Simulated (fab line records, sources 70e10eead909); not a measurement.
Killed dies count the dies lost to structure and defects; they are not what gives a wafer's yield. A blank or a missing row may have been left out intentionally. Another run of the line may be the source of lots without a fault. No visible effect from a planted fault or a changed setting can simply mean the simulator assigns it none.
fab line records	flow nand-harc
record lots=13	wafers=38	last-day=34
route steps=1302 shown P_M1@310 P_M2@326 END@1302
lots that met no fault: from a run of the same line without faults
start-h: hours from the record's first day to the start of the lot's first wafer shown	wait-h: how many hours have passed since the lot's step before this one	" repeats the value in the row above	L1.1+2: a single row standing in for several wafers	- either no value or no given start	* or withheld: withheld	< > ~ a bound
route shown NAME@n: names a module that has steps shown in the file, with the first one's number in the route	usual: mean and standard deviation over wafers with no fault	same: alike in all rows	chamber/n: place in a boat	sites: readings site by site	_std_site: their standard deviation	_edge_site: outer sites' mean less inner sites'	radius-mm: how far each site lies from the wafer's centre	mask NAME#n: copy n	behind: the most recent tool/chamber to have shaped the wafer	hold: why the lot was held/for how many hours/how that ended	device: the n, p or np transistor that did not switch	end of line: the route-end tests of the same wafers	a step with no rows: only its recipe	killed: dies lost to structure and defects at the first sort, not the wafer's yield	map: the dies of a wafer, with x for killed, . for not killed, _ for no die there
set.NAME: the setting the step ran with; set.NAME@STEP: the setting that earlier step ran with	model.NAME: the simulator's own value behind a step, which no gauge read
the route's steps for a sample of lots (tables are steps, rows are wafers)
services: when a tool's chamber went out of use (start-h, in hours from the record's first day, below 0 if earlier), for how many hours, and the reason
## steps
# step NHARC_P_M1_ANNEAL_31
# recipe temp-c=225	time-s=90
# usual anneal-temp-c-max=226.1/0.33	wafer_temp_C_max=226.2/0.32
lot.wafer	tool	chamber	start-h	wait-h	anneal-temp-c-max	wafer_temp_C_max
L919.3	rtp-anneal-01	0	136.48	-	225.8	226.2
L919.5	"	0	"	"	225.9	226.4
L919.6	"	0	"	"	225.5	225.8
L921.1	rtp-anneal-02	0	144.88	-	226.6	226.0
L921.3	"	0	"	"	226.1	225.9
L921.4	"	0	"	"	227.1	226.3
L923.2	rtp-anneal-01	0	169.36	-	225.7	226.1
L923.3	"	0	"	"	225.8	225.7
L923.4	"	0	"	"	225.4	226.1
L925.2	rtp-anneal-01	0	188.05	-	225.9	226.1
L925.3	"	0	"	"	226.0	226.4
L925.4	"	0	"	"	226.0	226.1
L931.3	rtp-anneal-01	0	251.72	-	226.3	226.7
L931.4	"	0	"	"	226.0	227.0
L932.1	rtp-anneal-01	0	256.71	0.3	226.0	226.6
L932.5	"	0	"	"	226.2	226.3
L932.6	"	0	"	"	225.9	226.4
L934.1	rtp-anneal-01	0	276.14	-	225.7	226.6
L934.3	"	0	"	"	226.2	226.8
L934.6	"	0	"	"	225.8	226.4
L935.2	rtp-anneal-02	0	290.10	0.4	227.0	226.3
L935.5	"	0	"	"	226.8	225.8
L935.6	"	0	"	"	226.6	226.2
L936.2	rtp-anneal-01	0	304.18	-	226.2	226.5
L936.3	"	0	"	"	226.2	226.4
L936.5	"	0	"	"	226.1	226.5
L937.2	rtp-anneal-01	0	309.66	0.4	225.7	226.6
L937.3	"	0	"	"	226.1	226.5
L937.5	"	0	"	"	225.9	227.0
L940.3	rtp-anneal-01	0	339.82	-	225.9	226.4
L940.4	"	0	"	"	226.1	226.4
L940.6	"	0	"	"	227.0	226.4
L941.1	rtp-anneal-02	0	348.35	-	225.8	226.2
L941.3	"	0	"	"	226.3	226.0
L941.4	"	0	"	"	226.2	226.0
L942.1	rtp-anneal-01	0	361.60	0.3	226.4	226.5
L942.4	"	0	"	"	225.9	226.4
L942.5	"	0	"	"	226.1	226.1
# step NHARC_P_M1_THK_MEAS_24
# recipe thk-meas-gauge=xrf
# usual thk-nm=157.7/1.6
lot.wafer	tool	chamber	start-h	wait-h	thk-nm
L919.3	film-metro-02	-	137.04	-	157.0
L919.5	"	-	"	"	157.6
L919.6	"	-	"	"	156.7
L921.1	film-metro-01	-	145.54	-	159.0
L921.3	"	-	"	"	156.5
L921.4	"	-	"	"	154.6
L923.2	film-metro-01	-	169.96	-	159.1
L923.3	"	-	"	"	158.7
L923.4	"	-	"	"	160.7
L925.2	film-metro-01	-	188.65	-	158.1
L925.3	"	-	"	"	155.8
L925.4	"	-	"	"	154.5
L931.3	film-metro-01	-	252.27	-	158.5
L931.4	"	-	"	"	160.2
L932.1	film-metro-02	-	257.37	-	155.2
L932.5	"	-	"	"	159.6
L932.6	"	-	"	"	157.2
L934.1	film-metro-02	-	276.81	-	159.3
L934.3	"	-	"	"	157.9
L934.6	"	-	"	"	160.7
L935.2	film-metro-01	-	290.71	-	157.2
L935.5	"	-	"	"	158.3
L935.6	"	-	"	"	158.3
L936.2	film-metro-02	-	304.79	-	155.0
L936.3	"	-	"	"	159.3
L936.5	"	-	"	"	158.3
L937.2	film-metro-02	-	310.26	-	158.4
L937.3	"	-	"	"	160.7
L937.5	"	-	"	"	158.4
L940.3	film-metro-02	-	340.38	-	156.0
L940.4	"	-	"	"	157.2
L940.6	"	-	"	"	155.7
L941.1	film-metro-02	-	349.00	-	158.4
L941.3	"	-	"	"	155.5
L941.4	"	-	"	"	159.6
L942.1	film-metro-02	-	362.25	-	156.4
L942.4	"	-	"	"	157.2
L942.5	"	-	"	"	156.0
# step NHARC_P_M2_PEB_07
# recipe peb-temp-c=100	peb-time-s=65
# usual heater-power-total-W=156.7/0.41	plate-temp-C=99.98/0.12
lot.wafer	tool	chamber	start-h	wait-h	heater-power-total-W	plate-temp-C
L919.3	litho-track-01	0	138.99	0.0	156.7	99.93
L919.5	"	0	"	"	156.5	99.87
L919.6	"	0	"	"	156.8	99.89
L921.1	litho-track-01	0	147.01	0.1	156.0	99.89
L921.3	"	0	"	"	157.1	99.99
L921.4	"	0	"	"	156.1	99.91
L923.2	litho-track-01	0	171.32	0.1	157.2	100.11
L923.3	"	0	"	"	156.1	99.98
L923.4	"	0	"	"	157.2	99.81
L925.2	litho-track-01	0	190.16	0.1	156.2	100.04
L925.3	"	0	"	"	156.2	100.28
L925.4	"	0	"	"	157.1	100.09
L931.3	litho-track-01	0	253.88	0.0	155.7	99.46
L931.4	"	0	"	"	154.9	99.70
L932.1	litho-track-04	0	258.75	0.1	156.9	100.16
L932.5	"	0	"	"	157.1	100.16
L932.6	"	0	"	"	156.9	99.94
L934.1	litho-track-06	0	278.29	0.1	157.1	99.80
L934.3	"	0	"	"	157.2	100.04
L934.6	"	0	"	"	156.9	100.04
L935.2	litho-track-04	0	292.25	0.1	157.0	100.24
L935.5	"	0	"	"	156.7	100.01
L935.6	"	0	"	"	156.9	100.13
L936.2	litho-track-06	0	306.26	0.1	156.9	99.97
L936.3	"	0	"	"	156.8	99.90
L936.5	"	0	"	"	156.1	100.00
L937.2	litho-track-01	0	311.75	0.1	157.1	99.93
L937.3	"	0	"	"	156.4	99.86
L937.5	"	0	"	"	157.2	99.94
L940.3	litho-track-06	0	341.86	0.0	157.1	99.76
L940.4	"	0	"	"	157.1	99.87
L940.6	"	0	"	"	156.2	99.81
L941.1	litho-track-06	0	350.35	0.1	157.1	99.96
L941.3	"	0	"	"	156.5	99.94
L941.4	"	0	"	"	156.4	99.78
L942.1	litho-track-06	0	363.72	0.1	156.7	99.94
L942.4	"	0	"	"	157.2	99.83
L942.5	"	0	"	"	156.6	99.76
# step NHARC_P_M2_STRIP_18
# recipe power-w=1000	n2-flow-sccm=150	h2-flow-sccm=150	ar-flow-sccm=0	bias-w=0	chemistry=N2/H2
# usual drypump-motor-current-A=5.4/0.38	oes-product-au=1.000/0.016	rf-vpp-V=90.7/0.92	showerhead-plenum-p-Torr=2.03/0.059	throttle-valve-pct=14.173/0.0086
lot.wafer	tool	chamber	start-h	wait-h	drypump-motor-current-A	oes-product-au	rf-hours-counter-h	rf-vpp-V	showerhead-plenum-p-Torr	throttle-valve-pct
L919.3	rie-diel-10	2	139.69	0.1	5.0	1.002	5	90.6	2.12	14.159
L919.6	"	0	"	"	5.3	1.015	-	89.9	1.91	14.180
L919.5	"	1	"	"	4.9	0.988	-	90.6	2.02	14.175
L921.4	rie-diel-11	0	147.68	0.1	5.8	1.014	3	91.1	2.07	14.168
L921.1	"	1	"	"	6.1	1.022	3	92.4	2.01	14.174
L921.3	"	2	"	"	5.3	0.973	2	90.7	2.05	14.166
L923.3	rie-diel-10	2	171.98	0.1	5.1	1.000	6	92.0	2.12	14.174
L923.4	"	3	"	"	5.2	1.014	6	92.1	2.07	14.170
L923.2	"	0	"	"	5.3	1.007	8	88.8	1.91	14.173
L925.3	rie-diel-10	0	190.80	0.1	5.3	1.011	8	90.6	1.90	14.175
L925.2	"	1	"	"	4.9	0.980	8	90.6	2.02	14.185
L925.4	"	3	"	"	5.2	1.006	6	90.2	2.07	14.180
L931.4	rie-diel-10	1	254.59	0.1	4.9	0.970	1	91.6	2.02	14.178
L931.3	"	2	"	"	5.0	1.018	0	91.6	2.12	14.154
L932.1	rie-diel-10	3	259.39	0.1	5.2	1.017	1	90.5	2.07	14.172
L932.6	"	3	"	"	5.2	1.025	-	90.3	2.07	14.175
L932.5	"	0	"	"	5.3	1.012	-	88.6	1.90	14.182
L934.3	rie-diel-11	1	278.93	0.1	6.1	1.012	0	90.2	2.00	14.170
L934.1	"	0	"	"	5.8	1.028	1	90.2	2.07	14.157
L934.6	"	1	"	"	6.1	1.004	-	92.8	2.00	14.153
L935.2	rie-diel-11	0	292.92	0.1	5.8	1.016	1	91.1	2.07	14.176
L935.5	"	3	"	"	5.3	0.980	-	90.5	1.98	14.178
L935.6	"	0	"	"	5.7	1.020	-	90.6	2.07	14.177
L936.3	rie-diel-11	0	306.91	0.1	5.8	1.018	2	90.1	2.07	14.194
L936.2	"	3	"	"	5.3	0.964	2	90.8	1.98	14.168
L936.5	"	0	"	"	5.7	1.023	-	90.8	2.07	14.177
L937.3	rie-diel-11	3	312.39	0.1	5.3	0.985	3	90.0	1.98	14.187
L937.2	"	0	"	"	5.8	1.014	2	90.1	2.07	14.173
L937.5	"	0	"	"	5.8	1.008	-	91.4	2.07	14.163
L940.4	rie-diel-09	0	342.50	0.1	6.0	1.014	0	90.9	2.04	14.174
L940.3	"	1	"	"	4.7	0.981	0	90.6	2.08	14.182
L940.6	"	1	"	"	4.7	0.986	-	91.0	2.08	14.172
L941.1	rie-diel-09	3	351.02	0.1	5.5	1.018	1	91.0	1.99	14.164
L941.3	"	0	"	"	6.0	1.016	1	90.8	2.04	14.185
L941.4	"	1	"	"	4.7	0.975	1	91.9	2.08	14.162
L942.4	rie-diel-09	2	364.37	0.1	5.4	1.003	1	89.7	1.95	14.166
L942.1	"	1	"	"	4.7	0.990	2	90.6	2.08	14.181
L942.5	"	3	"	"	5.5	1.009	-	90.8	1.99	14.177
# step NHARC_END_SORT_01
# recipe temp-c=25
# usual defect-limited-yield=90.9/2.4	killed-at-array=56/17	killed-at-other=1.2/1.4	killed-at-periphery=4/3.2	killed-dies=61/16	killed-open=3.6/2.1	killed-short=2.7/1.8
# same gross-dies=677
lot.wafer	tool	chamber	start-h	wait-h	defect-limited-yield[%]	killed-at-array	killed-at-other	killed-at-periphery	killed-dies	killed-open	killed-short
L921.1	prober-02	0	570.78	2.5	88.8	76	0	0	76	2	8
L921.3	prober-02	0	572.38	3.1	91.3	57	1	1	59	0	1
L921.4	prober-02	0	573.18	3.4	88.5	76	0	2	78	5	1
L925.2	prober-01	0	604.06	2.8	88.3	71	2	6	79	2	5
L925.3	prober-01	0	604.87	3.1	89.1	71	0	3	74	1	2
L925.4	prober-01	0	605.67	3.4	90.8	57	2	3	62	2	3
L932.1	prober-02	0	684.12	2.5	93.1	43	2	2	47	3	2
L932.5	prober-02	0	687.25	3.6	91.1	54	1	5	60	3	6
L932.6	prober-02	0	688.04	3.9	93.5	35	2	7	44	3	3
L931.3	prober-02	0	708.18	3.1	92.8	44	1	4	49	4	2
L931.4	prober-02	0	708.98	3.4	90.7	60	0	3	63	7	3
L935.2	prober-02	0	722.42	2.8	88.9	69	5	1	75	0	0
L935.5	prober-02	0	724.80	3.7	89.2	66	3	4	73	2	2
L935.6	prober-02	0	725.59	4.0	87.6	81	1	2	84	4	2
L936.2	prober-02	0	737.96	2.8	92.2	51	0	2	53	3	6
L936.3	prober-02	0	738.76	3.1	93.4	43	0	2	45	1	2
L936.5	prober-02	0	740.37	3.7	89.5	67	0	4	71	4	6
# killed by level:class
L921.1 A_CHANNEL_HOLE_D1:chamber-film-flake=25 A_SLIT:chamber-film-flake=20 A_CHANNEL_HOLE_D2:chamber-film-flake=5 A_CONTACT:chamber-film-flake=5 A_STAIRCASE:chamber-film-flake=4 A_BONDPAD:chamber-film-flake=4 A_ONON_D1:geometric-particle:short=2 A_CHANNEL_FILL_D1:geometric-particle:short=2
L921.3 A_SLIT:chamber-film-flake=24 A_CHANNEL_HOLE_D1:chamber-film-flake=20 A_CHANNEL_HOLE_D2:chamber-film-flake=7 A_CHANNEL_FILL_D2:chamber-film-flake=2 A_ONON_D2:geometric-particle:short=1 P_STI:chamber-film-flake=1 A_DECK1_JOINT:chamber-film-flake=1 A_CONTACT:unspecified=1
L921.4 A_CHANNEL_HOLE_D1:chamber-film-flake=32 A_SLIT:chamber-film-flake=23 A_CHANNEL_HOLE_D2:chamber-film-flake=5 A_STAIRCASE:chamber-film-flake=4 A_CONTACT:chamber-film-flake=3 A_CHANNEL_FILL_D2:chamber-film-flake=2 P_GATE:geometric-particle:open=1 P_CONTACT:geometric-particle:open=1
L925.2 A_CHANNEL_HOLE_D2:chamber-film-flake=36 A_SLIT:chamber-film-flake=30 P_CONTACT:geometric-particle:short=3 A_CHANNEL_HOLE_D1:chamber-film-flake=2 THIN_TSV:chamber-film-flake=2 P_CONTACT:geometric-particle:open=1 P_M0:geometric-particle:short=1 A_CHANNEL_FILL_D2:geometric-particle:short=1
L925.3 A_CHANNEL_HOLE_D2:chamber-film-flake=36 A_SLIT:chamber-film-flake=26 A_CHANNEL_HOLE_D1:chamber-film-flake=2 A_CONTACT:chamber-film-flake=2 P_CONTACT:geometric-particle:open=1 P_CONTACT:geometric-particle:short=1 A_ONON_D1:geometric-particle:short=1 P_ZERO_WELL:chamber-film-flake=1
L925.4 A_SLIT:chamber-film-flake=23 A_CHANNEL_HOLE_D2:chamber-film-flake=20 A_CHANNEL_HOLE_D1:chamber-film-flake=3 A_CONTACT:chamber-film-flake=3 P_CONTACT:geometric-particle:short=2 A_CHANNEL_FILL_D1:chamber-film-flake=2 A_STAIRCASE:chamber-film-flake=2 THIN_TSV:chamber-film-flake=2
L932.1 A_CHANNEL_HOLE_D2:chamber-film-flake=16 A_STAIRCASE:chamber-film-flake=10 A_CHANNEL_HOLE_D1:chamber-film-flake=5 A_CONTACT:chamber-film-flake=4 A_SLIT:chamber-film-flake=3 THIN_TSV:chamber-film-flake=2 P_CONTACT:geometric-particle:open=1 A_CHANNEL_FILL_D1:geometric-particle:open=1
L932.5 A_CHANNEL_HOLE_D2:chamber-film-flake=17 A_CHANNEL_HOLE_D1:chamber-film-flake=12 A_STAIRCASE:chamber-film-flake=6 A_CONTACT:chamber-film-flake=6 A_SLIT:chamber-film-flake=4 P_GATE:chamber-film-flake=2 P_M0:geometric-particle:short=1 A_SOURCE_PLATE:geometric-particle:short=1
L932.6 A_CHANNEL_HOLE_D2:chamber-film-flake=14 A_STAIRCASE:chamber-film-flake=8 A_CHANNEL_HOLE_D1:chamber-film-flake=7 P_STI:chamber-film-flake=2 P_GATE:chamber-film-flake=2 A_CHANNEL_FILL_D1:chamber-film-flake=2 P_CONTACT:geometric-particle:open=1 P_M1:geometric-particle:short=1
L931.3 A_SLIT:chamber-film-flake=28 P_M2:chamber-film-flake=3 A_SGD_CUT:chamber-film-flake=3 A_CHANNEL_HOLE_D1:chamber-film-flake=2 A_CHANNEL_FILL_D1:chamber-film-flake=2 P_M0:geometric-particle:open=1 A_CHANNEL_FILL_D2:geometric-particle:short=1 A_BLC:geometric-particle:open=1
L931.4 A_SLIT:chamber-film-flake=35 A_CONTACT:chamber-film-flake=6 A_CHANNEL_HOLE_D1:chamber-film-flake=3 A_DECK1_JOINT:chamber-film-flake=3 A_CHANNEL_FILL_D2:geometric-particle:open=2 A_M0:geometric-particle:open=2 A_CHANNEL_FILL_D1:chamber-film-flake=2 A_STAIRCASE:chamber-film-flake=2
L935.2 A_CHANNEL_HOLE_D1:chamber-film-flake=34 A_SLIT:chamber-film-flake=31 THIN_TSV:chamber-film-flake=5 A_STAIRCASE:chamber-film-flake=2 P_M0:chamber-film-flake=1 A_ZERO_WELL:chamber-film-flake=1 A_CONTACT:chamber-film-flake=1
L935.5 A_SLIT:chamber-film-flake=31 A_CHANNEL_HOLE_D1:chamber-film-flake=23 A_STAIRCASE:chamber-film-flake=6 P_M0:chamber-film-flake=3 THIN_TSV:chamber-film-flake=3 A_CHANNEL_FILL_D2:geometric-particle:short=2 A_ONON_D1:geometric-particle:open=1 A_SGD_CUT:geometric-particle:open=1
L935.6 A_CHANNEL_HOLE_D1:chamber-film-flake=36 A_SLIT:chamber-film-flake=36 A_STAIRCASE:chamber-film-flake=3 A_CHANNEL_HOLE_D2:geometric-particle:open=2 P_CONTACT:geometric-particle:open=1 A_ONON_D2:geometric-particle:open=1 A_CHANNEL_HOLE_D2:geometric-particle:short=1 A_WL_FILL:geometric-particle:short=1
L936.2 A_CHANNEL_HOLE_D2:chamber-film-flake=21 A_CHANNEL_HOLE_D1:chamber-film-flake=7 A_CONTACT:chamber-film-flake=7 A_SLIT:chamber-film-flake=3 A_WL_FILL:chamber-film-flake=2 P_CONTACT:geometric-particle:short=1 A_CHANNEL_HOLE_D1:geometric-particle:short=1 A_CHANNEL_HOLE_D1:geometric-particle:open=1
L936.3 A_CHANNEL_HOLE_D2:chamber-film-flake=21 A_CHANNEL_HOLE_D1:chamber-film-flake=12 A_SLIT:chamber-film-flake=4 P_M0:geometric-particle:open=1 A_DECK1_JOINT:geometric-particle:short=1 A_BLC:geometric-particle:short=1 P_STI:chamber-film-flake=1 A_DECK1_JOINT:chamber-film-flake=1
L936.5 A_CHANNEL_HOLE_D2:chamber-film-flake=25 A_CHANNEL_HOLE_D1:chamber-film-flake=13 A_SLIT:chamber-film-flake=10 A_CONTACT:chamber-film-flake=6 A_ONON_D2:geometric-particle:short=3 P_STI:chamber-film-flake=3 A_STAIRCASE:chamber-film-flake=2 P_GATE:geometric-particle:open=1
## services
tool	chamber	start-h	hours	kind
rie-diel-11	0	136.52	-	clean
rie-diel-11	1	136.52	-	clean
rie-diel-11	2	136.52	-	clean
rie-diel-11	3	136.52	-	clean
rie-diel-09	-	143.10	9.0	pm
litho-track-01	-	155.00	7.0	pm
rie-diel-10	0	158.95	5.5	repair
rie-diel-11	0	161.02	-	clean
rie-diel-11	1	161.02	-	clean
rie-diel-11	2	161.02	-	clean
rie-diel-09	2	166.78	6.6	repair
litho-track-06	-	179.00	7.0	pm
rie-diel-09	1	200.94	6.2	repair
litho-track-04	-	203.00	7.0	pm
rie-diel-11	2	225.65	1.4	repair
rie-diel-10	-	242.50	9.0	pm
rie-diel-11	3	243.87	2.7	repair
rie-diel-11	3	251.00	7.5	repair
rie-diel-10	0	273.24	3.8	repair
rie-diel-11	1	318.08	14.1	repair
rie-diel-09	-	320.11	9.0	pm
litho-track-01	-	330.00	7.0	pm
litho-track-06	-	354.00	7.0	pm
rie-diel-11	-	359.85	1.2	repair
## key
first-sign step=NHARC_P_M2_PEB_07	reading=heater-power-total-W	direction=down	sigmas=3.4	usual=*	struck=*
effect step=NHARC_P_M2_PEB_07	reading=plate-temp-C	direction=down	sigmas=3.3	usual=*	struck=*
met-at NHARC_P_M2_PEB_07
struck-lots L931
not-acting-at NHARC_P_M1_ANNEAL_31,NHARC_P_M1_THK_MEAS_24,NHARC_P_M2_STRIP_18
onset-between 190.16 253.88
fault kind=process-parameter-drift	tool=litho-track-01	chamber=-	onset-h=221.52	steps=NHARC_P_M2_PEB_07	channel=peb-temp-c	offset=*	shape=step	end-h=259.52	acts-in=*	stated=*
